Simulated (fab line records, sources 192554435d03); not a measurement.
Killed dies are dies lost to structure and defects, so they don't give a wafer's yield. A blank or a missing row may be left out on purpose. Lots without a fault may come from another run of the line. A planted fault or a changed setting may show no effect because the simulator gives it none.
Split-lot experiment | flow n5_finfet | 7 lots, 21 wafers read, on a route of 1938 steps

THE SPLIT
At N5_BEOL_M15_TRENCH_ETCH_34 (etches SiO2 in C4F8/O2/Ar, target depth 872.93 nm, time 199 s), the setting time_s was moved away from the recipe's 199 s on 4 of the 21 wafers read, by -13.9% to +10.8%. The other wafers ran this setting at the recipe's value.

FROM THE SPLIT TO THE READING: what the file shows between them, 4 steps
- N5_BEOL_M15_STRIP_36: strips in O2
- N5_BEOL_M15_STRIP_62: strips in O2
- N5_BEOL_M15_STRIP_37: strips in O2
- N5_BEOL_M15_ETCH_38: etches SiCN in CF4/N2, target depth 106.4 nm, time 120.5 s

THE READING
Cu_of_BEOL_M15_ECD_47.thk_nm (the simulator's own value, which no gauge read), in nm, at N5_BEOL_M15_CMP_49 (polishes, stops on SiO2, t overpolish 4.9 s, target thk 850 nm). The file gives no usual value for it. The 17 wafers here that ran the recipe average 850.4 nm, standard deviation 17 nm.

wafer  | tool, chamber at the split | time_s as run, s | against the recipe | Cu_of_BEOL_M15_ECD_47.thk_nm, nm | against lot-mates on the recipe
L076.3 | rie_diel-02, 3             | 199              | recipe             | 860                              | -
L076.1 | rie_diel-02, 2             | 199              | recipe             | 863.4                            | -
L076.5 | rie_diel-02, 1             | 199              | recipe             | 818                              | -
L078.4 | rie_diel-02, 1             | 199              | recipe             | 822.6                            | -
L078.5 | rie_diel-02, 2             | 199              | recipe             | 865.8                            | -
L078.6 | rie_diel-02, 3             | 199              | recipe             | 864.4                            | -
L080.2 | rie_diel-03, 3             | 199              | recipe             | 847.4                            | -
L080.4 | rie_diel-03, 1             | 199              | recipe             | 873.2                            | -
L080.6 | rie_diel-03, 0             | 199              | recipe             | 860.2                            | -
L081.4 | rie_diel-04, 3             | 199              | recipe             | 853.6                            | -
L081.6 | rie_diel-04, 1             | 171.3            | -13.9%             | 717                              | -120.9
L081.5 | rie_diel-04, 2             | 199              | recipe             | 822.2                            | -
L084.4 | rie_diel-03, 2             | 199              | recipe             | 828.4                            | -
L084.1 | rie_diel-03, 1             | 199              | recipe             | 859                              | -
L084.6 | rie_diel-03, 1             | 199              | recipe             | 862                              | -
L086.2 | rie_diel-02, 0             | 199              | recipe             | 851                              | -
L086.6 | rie_diel-02, 0             | 199              | recipe             | 850.4                            | -
L086.5 | rie_diel-02, 1             | 186.2            | -6.4%              | 813.6                            | -37.1
L092.2 | rie_diel-04, 3             | 199              | recipe             | 854.8                            | -
L092.3 | rie_diel-04, 0             | 220.5            | +10.8%             | 933.2                            | +78.4
L092.4 | rie_diel-04, 1             | 220.5            | +10.8%             | 945.2                            | +90.4

THE FIT
A straight line over all 21 wafers: Cu_of_BEOL_M15_ECD_47.thk_nm changes by +8.56 nm for each +1% of time_s; r = +0.93; the points scatter about the line by 17 nm.
The same after taking each lot's own level away (the mean of its wafers on the recipe; 21 wafers): +7.99 nm for each +1%; r = +0.93; scatter 15 nm.
On that fit, the largest move of time_s shifts the reading by 1.1e+02 nm.
The lots' own levels span 837.90 to 860.27 nm, that is 1.4 times the standard deviation above.
So the lot-to-lot level changes the slope little: the two slopes agree.
Check: with one of the wafers moved furthest among these (-13.9%) left out of the fit, the line predicts -103 nm for it against its lot-mates. It came out at -121 nm against them.

OTHER SPLITS ON THESE WAFERS
These wafers also went through other splits before the reading. Each is held against what the fit with the lots' levels taken away leaves over:
other split on the same wafers    | wafers away from the commonest value | r with Cu_of_BEOL_M15_ECD_47.thk_nm (lot level and that fit taken away)
N5_BEOL_M14_TRENCH_ETCH_34 time_s | 8                                    | -0.25
N5_BEOL_M15_PEB_26 peb_temp_c     | 7                                    | -0.05

THE WHOLE CHAIN: every reading that the file lists as answering this split, in the file's order
step                       | what it does                                                   | reading                                                                       | change (the file's fit)              | r (the file's)
N5_BEOL_M15_TRENCH_ETCH_34 | etches SiO2 in C4F8/O2/Ar, target depth 872.93 nm, time 199 s  | etch.depth_nm (the simulator's own value, which no gauge read)                | +7.96 nm for each +1% of the setting | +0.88
N5_BEOL_M15_CMP_49         | polishes, stops on SiO2, t overpolish 4.9 s, target thk 850 nm | Cu_of_BEOL_M15_ECD_47.thk_nm (the simulator's own value, which no gauge read) | +8.05 nm for each +1% of the setting | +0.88

THE FILE'S OWN FIT
Cu_of_BEOL_M15_ECD_47.thk_nm changes by +8.05 nm for each +1% of time_s, r = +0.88.
